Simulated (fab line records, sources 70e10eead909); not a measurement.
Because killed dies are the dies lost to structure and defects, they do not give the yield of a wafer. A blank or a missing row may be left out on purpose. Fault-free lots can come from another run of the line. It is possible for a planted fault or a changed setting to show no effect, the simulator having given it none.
A struck lot beside a sound one || flow nand-harc || 15 out of 1159 route steps
Sound: these wafers, L950.3, L950.4, L950.5. Struck: wafers L960.3, L960.6. (L960.5 of the same lot was not struck and is left out.) The cause comes at the end.
For every step that has rows: the tool of each side, followed by ch and its chambers, followed by its first start. Under that, the readings that differ: sound wafers || struck wafers || difference of the means || sigmas: that difference in standard deviations of wafers without a fault.
alike: readings with means less than 2 such deviations apart, plus words and numbers identical on both sides. not compared: withheld readings, readings lacking a value on some wafer, bounds such as >300 that could conceal the same value, and numbers that have no deviation in the record and whose values overlap.
A row with sigmas, a row that says differs or no value, or rows on one side alone: a step with any of these is where the two part. Numbers that have no deviation but don't overlap get no sigmas and don't part them. A reading missing from all wafers of one side parts the sides only when that side holds two or more wafers.

first, 1 step without rows for these wafers: NHARC_A_ONON_D1_DEP_00 (target thk 1000 nm).
NHARC_A_ONON_D1_THK_MEAS_02: measures by ellipsometry.
  sound: film-metro-02 at day 8 06:12; struck: film-metro-02 at day 10 18:32
  alike: thk-nm
then, 1 step without rows for these wafers: NHARC_A_ONON_D1_DEP_03 (target thk 1000 nm).
NHARC_A_ONON_D1_THK_MEAS_05: measures by ellipsometry.
  sound: film-metro-01 at day 8 06:47; struck: film-metro-01 at day 10 19:06
  alike: thk-nm
then, 1 step without rows for these wafers: NHARC_A_ONON_D1_DEP_06 (target thk 1000 nm).
NHARC_A_ONON_D1_THK_MEAS_08: measures by ellipsometry.
  sound: film-metro-01 at day 8 07:20; struck: film-metro-02 at day 10 19:40
  alike: thk-nm
then, 1 step without rows for these wafers: NHARC_A_ONON_D1_DEP_09 (target thk 1000 nm).
NHARC_A_ONON_D1_THK_MEAS_11: measures by ellipsometry.
  sound: film-metro-01 at day 8 07:55; struck: film-metro-02 at day 10 20:14
  alike: thk-nm
then, 1 step without rows for these wafers: NHARC_A_ONON_D1_DEP_12 (target thk 1000 nm).
NHARC_A_ONON_D1_THK_MEAS_14: measures by ellipsometry.
  sound: film-metro-02 at day 8 08:28; struck: film-metro-01 at day 10 20:47
{"reading": "thk-nm (nm)", "sound": "1001 999 999", "struck": "1023 1024", "difference": "+24", "sigmas": "+3"}
then, 1 step without rows for these wafers: NHARC_A_ONON_D1_ANNEAL_15 (time 3600 s).
NHARC_A_ONON_D1_DEP_16: target thk 1000 nm.
  sound on pecvd-onon-03 ch 0, day 8 15:13; struck on pecvd-onon-03 ch 0, day 11 03:27
NHARC_A_ONON_D1_THK_MEAS_18: measures by ellipsometry.
  sound: film-metro-01 at day 8 15:37; struck: film-metro-01 at day 11 03:50
{"reading": "thk-nm (nm)", "sound": "1016 1017 1014", "struck": "1680 1682", "difference": "+665", "sigmas": "+60"}
then, 1 step without rows for these wafers: NHARC_A_ONON_D1_DEP_19 (target thk 1000 nm).
-- jump in the record: it breaks off in module A_ONON_D1 and resumes in module END (first step shown: number 1159 of the route), and 11 days separate the struck wafers' starts before and after --
NHARC_END_SORT_01:
  here the record holds rows for the struck wafers (prober-01 ch 0, day 22 03:19) but none for the sound ones

== WHERE THEY PART ==
First at NHARC_A_ONON_D1_THK_MEAS_14; last, within this record, at NHARC_END_SORT_01.

WHY: whatever the simulator had introduced
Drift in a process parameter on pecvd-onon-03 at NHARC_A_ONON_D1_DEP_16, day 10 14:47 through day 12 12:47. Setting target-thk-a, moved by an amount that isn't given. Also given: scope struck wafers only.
